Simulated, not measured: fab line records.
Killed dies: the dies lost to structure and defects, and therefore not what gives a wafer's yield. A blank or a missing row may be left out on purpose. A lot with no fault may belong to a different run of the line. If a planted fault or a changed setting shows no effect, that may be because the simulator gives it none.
What tool caused it? + flow nand-harc + Sampling: 12 lots, 36 wafers, 4 of 1302 route steps

WHAT THE GAUGES READ, wafer by wafer
NHARC_P_GATE_CD_MEAS_26 targets a cd of 120 nm. Usual: 119.8 nm for cd-nm, sd 0.53.
| lot  | measured     | on        | cd-nm (nm)        | flag |
|------|--------------|-----------|-------------------|------|
| L481 | day 4 20:51  | cd-sem-01 | 119.9 119.9 119.8 |      |
| L482 | day 5 01:02  | cd-sem-03 | 119.7 120.0 119.8 |      |
| L484 | day 6 07:43  | cd-sem-01 | 119.2 118.7 119.7 |      |
| L486 | day 7 06:11  | cd-sem-03 | 119.4 120.4 119.9 |      |
| L487 | day 7 06:02  | cd-sem-03 | 120.5 120.2 120.1 |      |
| L488 | day 8 00:20  | cd-sem-01 | 110.8 120.0 119.5 | OFF  |
| L491 | day 8 20:31  | cd-sem-03 | 111.1 119.4 119.2 | OFF  |
| L496 | day 11 04:44 | cd-sem-03 | 120.5 120.9 121.3 |      |
| L497 | day 11 16:38 | cd-sem-01 | 120.2 119.9 119.8 |      |
| L498 | day 11 21:19 | cd-sem-02 | 119.2 119.6 120.1 |      |
| L501 | day 13 04:50 | cd-sem-02 | 119.2 119.2 119.5 |      |
| L502 | day 13 11:11 | cd-sem-03 | 120.1 119.9 120.4 |      |

WHICH TOOL RAN EACH LOT (tool, then ch and the chambers of the sampled wafers, then the start)
| lot  | NHARC_P_STI_ETCH_15              | NHARC_P_GATE_HM_DEP_102       | NHARC_P_GATE_PEB_24               |
|------|----------------------------------|-------------------------------|-----------------------------------|
| L481 | rie-si-03 ch 2,3, day 2 15:28    | acl-dep-02 ch 0, day 4 19:31  | litho-track-06 ch 0, day 4 20:46  |
| L482 | rie-si-01 ch 0,1,3, day 3 00:26  | acl-dep-02 ch 0, day 5 00:02  | litho-track-04 ch 0, day 5 00:58  |
| L484 | rie-si-04 ch 0,1,3, day 3 21:25  | acl-dep-01 ch 0, day 6 06:29  | litho-track-06 ch 0, day 6 07:38  |
| L486 | rie-si-04 ch 0,2, day 4 21:08    | acl-dep-02 ch 0, day 7 04:41  | litho-track-01 ch 0, day 7 06:06  |
| L487 | rie-si-01 ch 0,2,3, day 5 02:17  | acl-dep-01 ch 0, day 7 04:47  | litho-track-01 ch 0, day 7 05:57  |
| L488 | rie-si-03 ch 0,2, day 5 19:17    | acl-dep-02 ch 0, day 7 22:59  | litho-track-01 ch 0, day 8 00:15  |
| L491 | rie-si-04 ch 1,2, day 6 18:56    | acl-dep-01 ch 0, day 8 19:17  | litho-track-01 ch 0, day 8 20:26  |
| L496 | rie-si-04 ch 0,1,2, day 8 23:53  | acl-dep-02 ch 0, day 11 03:14 | litho-track-06 ch 0, day 11 04:40 |
| L497 | rie-si-04 ch 0,1, day 9 09:28    | acl-dep-01 ch 0, day 11 15:17 | litho-track-01 ch 0, day 11 16:33 |
| L498 | rie-si-01 ch 0,1,2, day 9 19:45  | acl-dep-03 ch 0, day 11 20:03 | litho-track-04 ch 0, day 11 21:14 |
| L501 | rie-si-03 ch 0,2,3, day 11 00:50 | acl-dep-01 ch 0, day 13 03:37 | litho-track-04 ch 0, day 13 04:45 |
| L502 | rie-si-03 ch 1,3, day 11 08:52   | acl-dep-02 ch 0, day 13 09:58 | litho-track-01 ch 0, day 13 11:06 |
- NHARC_P_STI_ETCH_15: etches the open film in HBr/Cl2, target depth 300 nm, time 100.1 s.
- NHARC_P_GATE_HM_DEP_102: deposits aC, target thk 120 nm.
- NHARC_P_GATE_PEB_24: peb time 65 s.

WHAT THE TOOLS THEMSELVES READ (means of the sampled wafers that have a number; where no wafer has one, the mark that the record gives instead)
NHARC_P_STI_ETCH_15. Usual: drypump-motor-current-A 5.5 A, standard deviation 0.41; oes-product-au 0.997 a.u., standard deviation 0.0085; throttle-valve-pct 26.405 %, standard deviation 0.0091.
| lot  | tool      | drypump-motor-current-A (A) | oes-product-au (a.u.) | throttle-valve-pct (%) | flag |
|------|-----------|-----------------------------|-----------------------|------------------------|------|
| L481 | rie-si-03 | 5.8                         | 0.996                 | 26.409                 |      |
| L482 | rie-si-01 | 5.3                         | 1.000                 | 26.407                 |      |
| L484 | rie-si-04 | 5.6                         | 1.000                 | 26.406                 |      |
| L486 | rie-si-04 | 5.2                         | 0.994                 | 26.413                 |      |
| L487 | rie-si-01 | 5.4                         | 0.996                 | 26.402                 |      |
| L488 | rie-si-03 | 5.8                         | 1.003                 | 26.404                 |      |
| L491 | rie-si-04 | 5.5                         | 1.006                 | 26.412                 |      |
| L496 | rie-si-04 | 5.4                         | 0.998                 | 26.413                 |      |
| L497 | rie-si-04 | 5.6                         | 0.999                 | 26.404                 |      |
| L498 | rie-si-01 | 5.3                         | 1.003                 | 26.409                 |      |
| L501 | rie-si-03 | 6.0                         | 0.984                 | 26.404                 |      |
| L502 | rie-si-03 | 5.8                         | 0.990                 | 26.411                 |      |

NHARC_P_GATE_HM_DEP_102. Usual: 34.999 % for throttle-valve-pct, sd 0.0096.
| lot  | tool       | throttle-valve-pct (%) | flag |
|------|------------|------------------------|------|
| L481 | acl-dep-02 | 34.997                 |      |
| L482 | acl-dep-02 | 35.000                 |      |
| L484 | acl-dep-01 | 35.005                 |      |
| L486 | acl-dep-02 | 34.993                 |      |
| L487 | acl-dep-01 | 35.007                 |      |
| L488 | acl-dep-02 | 34.998                 |      |
| L491 | acl-dep-01 | 34.995                 |      |
| L496 | acl-dep-02 | 35.004                 |      |
| L497 | acl-dep-01 | 34.998                 |      |
| L498 | acl-dep-03 | 34.989                 |      |
| L501 | acl-dep-01 | 34.997                 |      |
| L502 | acl-dep-02 | 34.996                 |      |

THE ANSWER, worked out from the rows above alone
Rule: a lot is off if the mean of its wafers that have a number lies more than 3 standard deviations from the usual mean. Also off: a lot with no number at a reading for which 4 or more lots have one. All remaining lots with rows at the step are treated as sound. First the gauges in route order, then the tools' own readings, where a lot's mean is used as printed above. At the first step where some lot is off, the reading lying furthest off is the one used; lots without a number count as furthest.
Off at NHARC_P_GATE_CD_MEAS_26 (cd-nm): L488, L491.
If a tool, at a process step before that reading, ran all the lots that are off and no sound lot after the first of them, it fits. Those tools and the gauges at NHARC_P_GATE_CD_MEAS_26 are tried in the same way. None of those tried fits.

WHAT HAD BEEN PUT IN BY THE SIMULATOR
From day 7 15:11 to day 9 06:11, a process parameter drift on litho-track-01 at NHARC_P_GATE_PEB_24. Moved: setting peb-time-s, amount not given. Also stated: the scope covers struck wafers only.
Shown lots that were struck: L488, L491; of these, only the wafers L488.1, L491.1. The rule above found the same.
